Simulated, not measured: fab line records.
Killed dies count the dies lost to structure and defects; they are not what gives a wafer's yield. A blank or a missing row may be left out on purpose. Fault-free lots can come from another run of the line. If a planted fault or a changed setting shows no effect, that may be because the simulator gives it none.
Which of the tools did it? -- flow nand_harc -- 39 wafers from 13 lots sampled at 5 of the route's 1159 steps

## WHAT THE GAUGES READ, wafer by wafer
NHARC_A_BONDPAD_CD_MEAS_09: the cd target is 500 nm. Usual: cd_nm reads 498.3 nm (standard deviation 2.8).
lot,measured,on,cd_nm (nm),flag
L219,day 18 03:26,cd_sem-02,501.8 498.3 500.3,
L220,day 18 05:14,cd_sem-02,500.5 495.4 493.8,
L221,day 19 03:01,cd_sem-01,501.8 498.2 499.0,
L217,day 19 05:51,cd_sem-03,497.0 498.3 498.4,
L222,day 19 06:27,cd_sem-03,497.2 499.5 497.0,
L223,day 20 02:33,cd_sem-01,498.5 496.7 496.2,
L227,day 21 04:52,cd_sem-02,495.7 495.9 495.4,
L233,day 21 17:40,cd_sem-02,505.4 500.2 502.1,
L228,day 21 16:43,cd_sem-01,499.1 498.3 502.0,
L236,day 22 17:38,cd_sem-03,494.0 499.1 497.5,
L237,day 23 11:04,cd_sem-03,496.8 499.6 501.3,
L238,day 23 14:55,cd_sem-02,498.6 495.8 498.7,
L239,day 23 15:35,cd_sem-02,496.1 497.7 501.5,

NHARC_END_SORT_01. Usual: killed_at_array 29, standard deviation 11; killed_at_other 0.6, standard deviation 1; killed_at_periphery 3.1, standard deviation 2.1; killed_dies 33, standard deviation 11; killed_open 3.1, standard deviation 1.9; killed_short 1.9, standard deviation 1.5.
lot,measured,on,killed_at_array,killed_at_other,killed_at_periphery,killed_dies,killed_open,killed_short,flag
L227,day 22 13:10,prober-02,33 29 35,0 0 0,0 3 2,33 32 37,5 4 4,5 3 0,
L228,day 23 02:41,prober-01,25 26 29,0 0 0,1 3 2,26 29 31,3 0 1,1 3 2,
L236,day 24 04:46,prober-02,135 126 140,0 0 0,1 1 1,136 127 141,1 3 1,1 1 1,OFF
L237,day 24 20:56,prober-01,123 139 132,0 1 0,5 1 5,128 141 137,3 3 2,1 0 4,OFF
L238,day 24 20:57,prober-02,144 129 132,0 1 1,4 2 0,148 132 133,4 5 2,2 3 1,OFF

## TOOL THAT RAN EACH LOT (tool first, then ch and the chambers of the sampled wafers, then the start)
lot,NHARC_A_CONTACT_DEP_24,NHARC_A_M1_DESCUM_14,NHARC_A_M1_ANNEAL_31
L219,"pecvd-03 ch 0,1,2, day 16 11:02","rie_diel-09 ch 0,2,3, day 17 22:54","rtp_anneal-01 ch 0, day 18 00:43"
L220,"pecvd-01 ch 0,1,2, day 16 14:14","rie_diel-09 ch 1,3, day 18 00:44","rtp_anneal-01 ch 0, day 18 02:36"
L221,"pecvd-03 ch 0,1,2, day 17 00:07","rie_diel-09 ch 0,1,3, day 18 17:57","rtp_anneal-01 ch 0, day 19 00:22"
L217,"pecvd-01 ch 0,1, day 17 04:29","rie_diel-10 ch 0,2,3, day 19 01:16","rtp_anneal-02 ch 0, day 19 03:06"
L222,"pecvd-01 ch 0,1,2, day 17 12:34","rie_diel-10 ch 0,3, day 19 01:40","rtp_anneal-01 ch 0, day 19 03:38"
L223,"pecvd-03 ch 1,2, day 18 04:45","rie_diel-07 ch 0,1,2, day 19 21:50","rtp_anneal-01 ch 0, day 19 23:52"
L227,"pecvd-01 ch 0,2, day 19 10:48","rie_diel-07 ch 1,2, day 21 00:27","rtp_anneal-01 ch 0, day 21 02:20"
L233,"pecvd-01 ch 0,1,2, day 19 21:59","rie_diel-10 ch 0,2,3, day 21 13:07","rtp_anneal-02 ch 0, day 21 14:52"
L228,"pecvd-02 ch 0,2, day 19 23:03","rie_diel-09 ch 0,1,2, day 21 11:50","rtp_anneal-01 ch 0, day 21 13:37"
L236,"pecvd-01 ch 0,1, day 20 19:12","rie_diel-10 ch 0,2,3, day 22 12:28","rtp_anneal-02 ch 0, day 22 14:54"
L237,"pecvd-01 ch 1,2, day 21 06:37","rie_diel-09 ch 0,1,2, day 23 06:29","rtp_anneal-01 ch 0, day 23 08:19"
L238,"pecvd-01 ch 1,2, day 21 13:31","rie_diel-09 ch 0,2,3, day 23 10:15","rtp_anneal-01 ch 0, day 23 12:07"
L239,"pecvd-02 ch 0,1, day 21 14:22","rie_diel-07 ch 0,1,3, day 23 11:01","rtp_anneal-01 ch 0, day 23 12:54"
- NHARC_A_CONTACT_DEP_24: deposits SiO2, target thk 500 nm.
- NHARC_A_M1_DESCUM_14: chemistry O2, time 3 s.
- NHARC_A_M1_ANNEAL_31: time 90 s.

## AS READ BY THE TOOLS THEMSELVES (means over the sampled wafers that have a number; for cases with no such wafer, the mark the record gives instead)
NHARC_A_CONTACT_DEP_24. Usual: heater_power_w 529 W, standard deviation 100; throttle_valve_pct 15.6 %, standard deviation 0.86.
lot,tool,heater_power_w (W),throttle_valve_pct (%),flag
L219,pecvd-03,625,14.7,
L220,pecvd-01,436,15.7,
L221,pecvd-03,565,14.7,
L217,pecvd-01,621,15.5,
L222,pecvd-01,486,15.5,
L223,pecvd-03,517,14.6,
L227,pecvd-01,404,15.6,
L233,pecvd-01,481,15.5,
L228,pecvd-02,618,16.6,
L236,pecvd-01,597,15.4,
L237,pecvd-01,419,15.8,
L238,pecvd-01,388,15.8,
L239,pecvd-02,589,16.9,

NHARC_A_M1_DESCUM_14. Usual: chamber_pressure_mTorr 60.00 mTorr, standard deviation 0.056; drypump_motor_current_A 5.86 A, standard deviation 0.24; oes_product_au 1.004 a.u., standard deviation 0.011; rf_vpp_V 57.8 V, standard deviation 0.86; showerhead_plenum_p_Torr 1.89 Torr, standard deviation 0.069; throttle_valve_pct 11.311 %, standard deviation 0.0085.
lot,tool,chamber_pressure_mTorr (mTorr),drypump_motor_current_A (A),oes_product_au (a.u.),rf_vpp_V (V),showerhead_plenum_p_Torr (Torr),throttle_valve_pct (%),flag
L219,rie_diel-09,59.98,6.12,1.001,57.1,1.84,11.306,
L220,rie_diel-09,59.99,5.87,0.999,57.3,1.85,11.316,
L221,rie_diel-09,59.98,5.98,1.007,58.6,1.87,11.322,
L217,rie_diel-10,60.08,5.90,1.003,57.9,1.89,11.309,
L222,rie_diel-10,59.99,5.87,1.011,58.3,1.82,11.308,
L223,rie_diel-07,59.98,5.77,1.007,58.0,1.95,11.309,
L227,rie_diel-07,60.04,5.58,1.013,58.4,1.89,11.320,
L233,rie_diel-10,60.00,5.89,0.995,58.3,1.89,11.320,
L228,rie_diel-09,60.05,6.06,1.008,57.6,1.86,11.316,
L236,rie_diel-10,60.03,5.88,0.991,57.2,1.89,11.305,
L237,rie_diel-09,59.97,6.05,1.010,57.4,1.86,11.313,
L238,rie_diel-09,59.98,6.11,1.010,58.1,1.84,11.303,
L239,rie_diel-07,59.96,5.85,0.998,58.2,1.94,11.311,

NHARC_A_M1_ANNEAL_31. Usual: wafer_temp_C_max reads 225.98 (standard deviation 0.25).
lot,tool,wafer_temp_C_max,flag
L219,rtp_anneal-01,225.72,
L220,rtp_anneal-01,226.43,
L221,rtp_anneal-01,225.96,
L217,rtp_anneal-02,225.74,
L222,rtp_anneal-01,225.77,
L223,rtp_anneal-01,226.10,
L227,rtp_anneal-01,226.07,
L233,rtp_anneal-02,225.82,
L228,rtp_anneal-01,226.12,
L236,rtp_anneal-02,225.85,
L237,rtp_anneal-01,226.12,
L238,rtp_anneal-01,226.22,
L239,rtp_anneal-01,225.95,

## THE ANSWER, worked out from the rows above alone
Rule: a lot is off if the mean of its wafers that have a number lies more than 3 standard deviations from the usual mean. A lot without any number at a reading at which 4 lots or more have one is off too. Where the step has rows for the other lots, those lots are counted as sound. After the gauges, taken in route order, come the tools' own readings; for these a lot's mean is taken, as printed above. The first step at which some lot is off is used, and at that step the reading that is off furthest; a lot without a number counts as furthest.
Off: L236, L237, L238, at NHARC_END_SORT_01 (killed_at_array). Neither off nor sound, because the step has no rows for them: L219, L220, L221, L217, L222, L223, L233, L239.
A tool fits if, at a process step before that reading, it ran every lot that is off, and no sound lot after the first of them. Those tools and the gauges at NHARC_END_SORT_01 are tried in the same way. One candidate fits, namely pecvd-01 at NHARC_A_CONTACT_DEP_24. A fault onset in the window from L227 (day 19 10:48, its last sound lot) to L236 (day 20 19:12, its first lot off) fits.

## WHAT WAS PUT IN BY THE SIMULATOR
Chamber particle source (pecvd-01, NHARC_A_CONTACT_DEP_24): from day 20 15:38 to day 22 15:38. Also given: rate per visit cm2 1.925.
Shown lots that were struck: L236, L237, L238. The rule above found the same.
